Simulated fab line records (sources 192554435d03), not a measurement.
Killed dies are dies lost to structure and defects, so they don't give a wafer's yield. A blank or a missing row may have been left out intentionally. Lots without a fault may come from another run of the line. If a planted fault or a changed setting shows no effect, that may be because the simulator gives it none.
Split-lot experiment    flow n5Finfet    7 lots, 21 wafers read, on a route of 1938 steps

SPLIT DETAILS
At N5_BEOL_M7_COAT_64 (time 60 s, resist thk 12 nm), the setting spinRpm was moved away from the recipe's 1500 rpm on 7 of the 21 wafers read, by -4.7% to +6.5%. All remaining wafers had this setting at the recipe value.

FROM THE SPLIT TO THE READING: what the file shows between them, 4 steps
- N5_BEOL_M7_COAT_71: time 60 s, resist thk 5 nm
- N5_BEOL_M7_COAT_22: resist thk 30 nm
- N5_BEOL_M7_DESCUM_33: chemistry O2, time 7 s
- N5_BEOL_M7_ETCH_72: etches underlayer in N2/H2, target depth 6.5 nm, time 5.2 s

THE READING
etch.depthNm (the simulator's own value, which no gauge read), in nm, at N5_BEOL_M7_ETCH_65 (etches SiARC in CF4, target depth 15.6 nm, time 26 s). The file gives no usual value for it. The 14 wafers here that ran the recipe average 12.01 nm, standard deviation 0.034 nm.

wafer   tool, chamber at the split  spinRpm as run, rpm  against the recipe  etch.depthNm, nm  against lot-mates on the recipe
L076.1  lithoTrack-02, 0            1561                 +4.1%               11.8              -0.25
L076.4  lithoTrack-02, 0            1561                 +4.1%               11.8              -0.25
L076.3  lithoTrack-02, 0            1500                 recipe              12.05             -
L079.2  lithoTrack-03, 0            1500                 recipe              12.01             -
L079.4  lithoTrack-03, 0            1597                 +6.5%               11.64             -0.36
L079.6  lithoTrack-03, 0            1500                 recipe              11.99             -
L080.4  lithoTrack-02, 0            1550                 +3.3%               11.82             -0.22
L080.5  lithoTrack-02, 0            1550                 +3.3%               11.81             -0.23
L080.6  lithoTrack-02, 0            1500                 recipe              12.04             -
L081.1  lithoTrack-03, 0            1429                 -4.7%               12.3              +0.29
L081.3  lithoTrack-03, 0            1500                 recipe              12.01             -
L081.6  lithoTrack-03, 0            1429                 -4.7%               12.28             +0.27
L089.1  lithoTrack-02, 0            1500                 recipe              11.95             -
L089.4  lithoTrack-02, 0            1500                 recipe              11.99             -
L089.5  lithoTrack-02, 0            1500                 recipe              11.97             -
L093.1  lithoTrack-02, 0            1500                 recipe              11.96             -
L093.2  lithoTrack-02, 0            1500                 recipe              11.98             -
L093.5  lithoTrack-02, 0            1500                 recipe              12.01             -
L094.1  lithoTrack-01, 0            1500                 recipe              12.04             -
L094.2  lithoTrack-01, 0            1500                 recipe              12.05             -
L094.4  lithoTrack-01, 0            1500                 recipe              12.05             -

FIT RESULTS
A straight line over all 21 wafers: etch.depthNm changes by -0.0568 nm for each +1% of spinRpm; r = -0.98; the points scatter about the line by 0.03 nm.
The same after taking each lot's own level away (the mean of its wafers on the recipe; 21 wafers): -0.0598 nm for each +1%; r = -1.00; scatter 0.016 nm.
The reading moves by 0.39 nm for the largest change in spinRpm, on that fit.
The span of the lots' own levels, 11.970 to 12.050 nm, comes to 2.4 times the standard deviation stated above.
Consequently the slope shifts little with the lot-to-lot level, the two slopes agreeing.
Check: -0.401 nm against its lot-mates is what the line predicts for one of the wafers moved furthest among these (+6.5%) when that wafer is left out of the fit. Against them it came out at -0.36 nm.

FURTHER SPLITS ON THESE WAFERS
These wafers also went through other splits before the reading. Each is held against what the fit with the lots' levels taken away leaves over:
other split on the same wafers  wafers away from the commonest value  r with etch.depthNm (lot level and that fit taken away)
N5_BEOL_M5_COAT_22 spinRpm      7                                     -0.18
N5_BEOL_M5_ETCH_41 sourceW      8                                     -0.16
N5_BEOL_M6_ETCH_66 biasW        5                                     +0.08
N5_BEOL_M7_ETCH_61 sourceW      13                                    +0.01

THE WHOLE CHAIN: every reading that the file lists as answering this split, in the file's order
step                what it does                                          reading                                                                          change (the file's fit)                 r (the file's)
N5_BEOL_M7_COAT_64  time 60 s, resist thk 12 nm                           SiARC_of_BEOL_M7_COAT_64.thkNm (the simulator's own value, which no gauge read)  -0.0597 nm for each +1% of the setting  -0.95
N5_BEOL_M7_ETCH_65  etches SiARC in CF4, target depth 15.6 nm, time 26 s  etch.depthNm (the simulator's own value, which no gauge read)                    -0.0589 nm for each +1% of the setting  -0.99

THE FILE'S OWN FIT
etch.depthNm changes by -0.0589 nm for each +1% of spinRpm, r = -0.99.
